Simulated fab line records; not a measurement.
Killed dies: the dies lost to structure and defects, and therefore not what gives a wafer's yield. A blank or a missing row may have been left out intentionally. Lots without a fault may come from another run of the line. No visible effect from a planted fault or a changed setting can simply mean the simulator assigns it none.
Which tool is to blame? -- flow n5-finfet -- 10 lots with 30 wafers sampled at 6 steps, on a route of 1938 steps

== WHAT THE GAUGES SHOWED, per wafer ==
N5_BEOL_M9_CD_MEAS_18: pitch 140 nm, target cd 70 nm.
lot,measured,on,cd-nm (nm)
L077,day 10 09:00,cd-sem-02,70.3 71.8 70.5
L079,day 11 03:22,cd-sem-01,69.7 69.1 69.4
L081,day 11 10:30,cd-sem-01,70.1 69.5 70.1
L083,day 11 15:59,cd-sem-01,70.1 70.0 69.6
L086,day 12 18:11,cd-sem-01,69.5 68.8 69.5
L088,day 13 15:19,cd-sem-02,69.8 70.1 70.0
L090,day 14 00:44,cd-sem-02,69.4 71.1 71.4
L092,day 14 04:33,cd-sem-02,68.9 68.5 69.1
L094,day 14 20:38,cd-sem-02,69.8 68.7 69.4
L095,day 15 05:58,cd-sem-01,70.1 69.4 70.8

== EACH LOT AND THE TOOL THAT RAN IT (in order: tool; ch and the chambers of the sampled wafers; start) ==
lot,N5_BEOL_M8_ETCH_65,N5_BEOL_M8_CURE_75,N5_BEOL_M8_SPUTTER_48,N5_BEOL_M9_STRIP_67,N5_BEOL_M9_STRIP_19
L077,"rie-diel-02 ch 1,2,3, day 10 01:15","uv-cure-01 ch 0, day 10 01:50","pvd-sputter-02, day 10 04:39","rie-diel-01 ch 1,3, day 10 08:47","rie-diel-01 ch 1,2,3, day 10 08:56"
L079,"rie-diel-06 ch 2,3, day 10 21:18","uv-cure-03 ch 0, day 10 22:05","pvd-sputter-02, day 11 00:26","rie-diel-04 ch 0,3, day 11 03:08","rie-diel-04 ch 0,2,3, day 11 03:18"
L081,"rie-diel-02 ch 0,1,2, day 11 02:58","uv-cure-02 ch 2, day 11 03:38","pvd-sputter-02, day 11 05:48","rie-diel-01 ch 0,1, day 11 10:16","rie-diel-01 ch 1,2,3, day 11 10:26"
L083,"rie-diel-03 ch 0,3, day 11 09:17","uv-cure-01 ch 1, day 11 10:02","pvd-sputter-01, day 11 11:49","rie-diel-05 ch 0,1,2, day 11 15:45","rie-diel-04 ch 1,2,3, day 11 15:55"
L086,"rie-diel-02 ch 1,2,3, day 12 11:59","uv-cure-01 ch 0, day 12 12:43","pvd-sputter-02, day 12 14:01","rie-diel-01 ch 1,3, day 12 17:53","rie-diel-05 ch 0,1, day 12 18:07"
L088,"rie-diel-06 ch 1,3, day 13 09:09","uv-cure-02 ch 0, day 13 09:43","pvd-sputter-02, day 13 11:12","rie-diel-04 ch 2,3, day 13 15:03","rie-diel-05 ch 1,2,3, day 13 15:14"
L090,"rie-diel-02 ch 0,1,2, day 13 17:19","uv-cure-03 ch 0, day 13 17:53","pvd-sputter-03, day 13 19:32","rie-diel-05 ch 0,1,2, day 14 00:22","rie-diel-01 ch 1,3, day 14 00:40"
L092,"rie-diel-06 ch 1,2,3, day 13 22:38","uv-cure-01 ch 2, day 13 23:26","pvd-sputter-03, day 14 00:50","rie-diel-01 ch 0,3, day 14 04:20","rie-diel-05 ch 1,2,3, day 14 04:29"
L094,"rie-diel-06 ch 0,1,2, day 14 12:20","uv-cure-01 ch 1, day 14 13:01","pvd-sputter-01, day 14 15:09","rie-diel-04 ch 0,1,3, day 14 20:16","rie-diel-04 ch 0,3, day 14 20:34"
L095,"rie-diel-02 ch 2,3, day 15 00:17","uv-cure-03 ch 0, day 15 00:58","pvd-sputter-03, day 15 02:14","rie-diel-05 ch 0,3, day 15 05:44","rie-diel-05 ch 0,2, day 15 05:53"
- N5_BEOL_M8_ETCH_65: etches SiARC in CF4, target depth 15.6 nm, time 26 s.
- N5_BEOL_M8_CURE_75: cures SiCOH lowk, time 120 s.
- N5_BEOL_M8_SPUTTER_48: material Cu, target thk 10 nm, time 1.667 s.
- N5_BEOL_M9_STRIP_67: strips in CF4.
- N5_BEOL_M9_STRIP_19: strips in O2.

== THE ANSWER, worked out from the rows above alone ==
Rule: usual is defined by the lots themselves. Put in order of their means at a reading, lots are off if they are a third of the lots or fewer, leave a main group of 4 or more, and stand apart from it by a gap of 3 or more times the standard deviation of the main group's means; of several such gaps the widest counts. The tables above print the reading to a certain number of digits; a main group whose means all agree to those digits is not used. Also off: a lot with no number at a reading for which 4 or more lots have one. The other lots that the step has rows for count as sound.
Nothing can be told from this: no lot is off at any reading shown.

== WHAT THE SIMULATOR HAD PUT IN ==
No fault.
